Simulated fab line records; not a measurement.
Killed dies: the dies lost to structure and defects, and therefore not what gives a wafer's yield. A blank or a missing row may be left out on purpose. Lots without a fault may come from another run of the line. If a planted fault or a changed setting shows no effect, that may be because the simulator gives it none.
A struck lot beside a sound one || flow n5Finfet || 18 steps out of a route of 1938
Sound: wafers L812.1, L812.3, L812.5. Struck: wafers L819.1, L819.3. (L819.5 of the same lot was not struck and is left out.) The cause comes at the end.
Order at every step that has rows: each side's tool, ch and its chambers, its first start. Under that, the readings that differ: sound wafers || struck wafers || difference of the means || sigmas: that difference in standard deviations of wafers without a fault.
alike: readings whose means differ by less than 2 such deviations, and words and numbers that are the same on both sides. not compared: withheld readings, readings that some wafer has no value for, bounds like >300 that may hide the same value, and numbers for which the record gives no deviation and whose values overlap.
The two part at a step that has a row with sigmas, a row that says differs or no value, or rows on one side only. Non-overlapping numbers with no deviation appear without sigmas and do not part them. Lack of a reading on every wafer of one side parts them only where that side has two or more wafers.

first, 3 steps without rows for these wafers: N5_HKMG_FIN_WET_ETCH_65 (etches a-Si in TMAH, stops on TiN, time 49 s, target depth 3 nm); N5_HKMG_FIN_WET_ETCH_81 (etches TiN in SC1, stops on HfO2, time 57 s, target depth 6 nm); N5_HKMG_FIN_WET_ETCH_82 (etches La2O3 in dHCl, stops on HfO2, target depth 2 nm, rinse time 30 s).
N5_HKMG_FIN_ALD_36: deposits TiN, target thk 1 nm, pulse time 1 s, purge time 3 s.
  sound on aldMetal-03 ch 0,1, day 4 19:16; struck on aldMetal-01 ch 1,2, day 6 11:47
  alike: heaterPowerW, precursorPulseHeightRel
N5_HKMG_FIN_THK_MEAS_70: measures by xrf.
  struck on filmMetro-02, day 6 12:04; sound on filmMetro-02, day 4 19:32
  alike: HK_THK
N5_HKMG_FIN_PWFM_ALD_03: deposits TiN, target thk 2 nm, pulse time 1 s, purge time 3 s.
  sound on aldMetal-01 ch 0,1,2, day 4 19:35; struck on aldMetal-02 ch 1,2, day 6 12:06
  alike: heaterPowerW, precursorPulseHeightRel
then, 6 steps without rows for these wafers: N5_HKMG_FIN_COAT_29 (time 60 s, resist thk 300 nm); N5_HKMG_FIN_COAT_30 (time 60 s, resist thk 35 nm); N5_HKMG_FIN_COAT_06 (resist thk 90 nm); N5_HKMG_FIN_EBR_08; N5_HKMG_FIN_SOFTBAKE_07 (time 60 s); N5_HKMG_FIN_EXPOSE_09 (exposes mask NWFM).
N5_HKMG_FIN_PEB_10: peb time 60 s.
  sound on lithoTrack-05 ch 0, day 4 20:14; struck on lithoTrack-05 ch 0, day 6 12:45
then, 1 step without rows for these wafers: N5_HKMG_FIN_DEVELOP_11 (develop time 30 s).
N5_HKMG_FIN_CD_MEAS_12: target cd 92.8 nm.
  sound on cdSem-02 ch 0, day 4 20:18; struck on cdSem-02 ch 0, day 6 12:49
{"reading": "cdNm (nm)", "sound": "93.1 92.9 92.6", "struck": "88.7 87.8", "difference": -4.6, "sigmas": -9}
N5_HKMG_FIN_OVL_MEAS_13:
  sound on overlay-01 ch 0, day 4 20:20; struck on overlay-01 ch 0, day 6 12:51
  alike: NWFM_OVL
-- record jumps: 5 days separate the struck wafers' starts on either side; left off in module HKMG_FIN, taken up again in module BEOL_M4, whose first shown step is the route's number 1111 --
N5_BEOL_M4_RC_MEAS_101:
  sound on prober-01 ch 0, day 9 12:11; struck on prober-02 ch 0, day 11 16:56
  alike: DIBL_N, DIBL_P, IOFF_N, IOFF_P, ION_N, ION_P, SS_N, SS_P, VT_N, VT_P
-- a jump in the record: the struck wafers' starts before and after are 5 days apart (it breaks off in module BEOL_M4 and resumes in module PASSIVATION, where the first step shown is number 1936 of the route) --
N5_PASSIVATION_PROBE_49:
  struck on prober-01, day 16 09:22; sound on prober-01, day 14 00:50
{"reading": "killed_at_M0_to_M3", "sound": "19 32 14", "struck": "56 48", "difference": "+30", "sigmas": "+3"}
  alike: defectLimitedYield, killed_at_M4_up, killedAtContacts, killedAtFrontEnd, killedAtOther, killedDies, killedOnRim, killedOpen, killedShort, sort_bin_5_function, sort_bin_6_memory, sortNPass, sortYieldPct

## WHERE THEY PART
First at N5_HKMG_FIN_CD_MEAS_12; last, within this record, at N5_PASSIVATION_PROBE_49.

WHY: whatever the simulator had introduced
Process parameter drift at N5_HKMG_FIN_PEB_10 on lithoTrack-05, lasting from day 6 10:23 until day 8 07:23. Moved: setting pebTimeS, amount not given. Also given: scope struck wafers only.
